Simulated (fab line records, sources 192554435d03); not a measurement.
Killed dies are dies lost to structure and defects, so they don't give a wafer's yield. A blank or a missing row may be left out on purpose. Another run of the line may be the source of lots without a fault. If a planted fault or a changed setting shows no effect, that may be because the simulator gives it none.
Chamber matching ; flow n5-finfet ; pecvd-04 running N5_BEOL_M0_SAQP_PECVD_03: 3 sister chambers
The step deposits SiCN from 3MS/NH3, target thk 12 nm, time 21.1 s. 20 wafers are shown with their chamber, then 10 later ones without.

== WAFERS, EACH WITH ITS CHAMBER ==
wafer;chamber;throttle-valve-pct (%);showerhead-plenum-p-Torr (Torr)
L079.2;2;8.6;3.674
L079.3;1;9.0;3.677
L079.4;2;8.7;3.660
L083.3;1;8.9;3.675
L083.4;0;9.5;3.685
L083.5;1;9.2;3.679
L085.1;1;9.1;3.671
L085.2;0;9.8;3.674
L085.6;2;8.5;3.676
L087.1;0;9.5;3.676
L087.5;1;9.2;3.659
L087.6;2;8.5;3.679
L091.2;2;8.6;3.661
L091.3;0;9.4;3.678
L091.6;2;8.7;3.667
L092.2;1;9.2;3.679
L092.3;0;9.6;3.685
L092.4;2;8.9;3.693
L093.1;1;9.2;3.675
L093.2;0;9.2;3.673

SIGNATURES, as means of the wafers listed above
reading;chamber 0;chamber 1;chamber 2;scatter within a chamber
throttle-valve-pct;9.500;9.114;8.643;0.154
showerhead-plenum-p-Torr;3.67850;3.67357;3.67286;0.00851
Rule: a wafer's distance from a chamber is the root of the sum, over the readings, of the square of ((its reading less the chamber's mean) divided by the reading's scatter). The wafer belongs to the nearest chamber; if the next one is less than 2 further off, it can't be placed. The scatter: take each reading less its chamber's mean, square it, sum over the shown wafers, divide by the number of wafers less the number of chambers, and take the root.

== WAFERS MISSING THEIR CHAMBER ==
wafer;throttle-valve-pct (%);showerhead-plenum-p-Torr (Torr)
L093.5;9.5;3.672
L094.1;9.4;3.685
L094.5;9.5;3.691
L094.6;9.0;3.677
L095.1;9.0;3.672
L095.3;9.5;3.675
L095.4;8.9;3.675
L097.2;9.2;3.668
L097.4;9.4;3.674
L097.5;9.5;3.679

== WHICH CHAMBER EACH WENT THROUGH ==
wafer;from the rows above;in truth
L093.5;can't be placed: 0 or 1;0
L094.1;can't be placed: 0 or 1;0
L094.5;can't be placed: 0 or 1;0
L094.6;can't be placed: 1 or 2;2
L095.1;can't be placed: 1 or 2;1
L095.3;0;0
L095.4;can't be placed: 1 or 2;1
L097.2;can't be placed: 1 or 0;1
L097.4;can't be placed: 0 or 1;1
L097.5;0;0
Placed correctly: 2 of 10. Not placeable from these rows: 8 (in 8, the candidates include the true chamber). 0 placed wrongly.
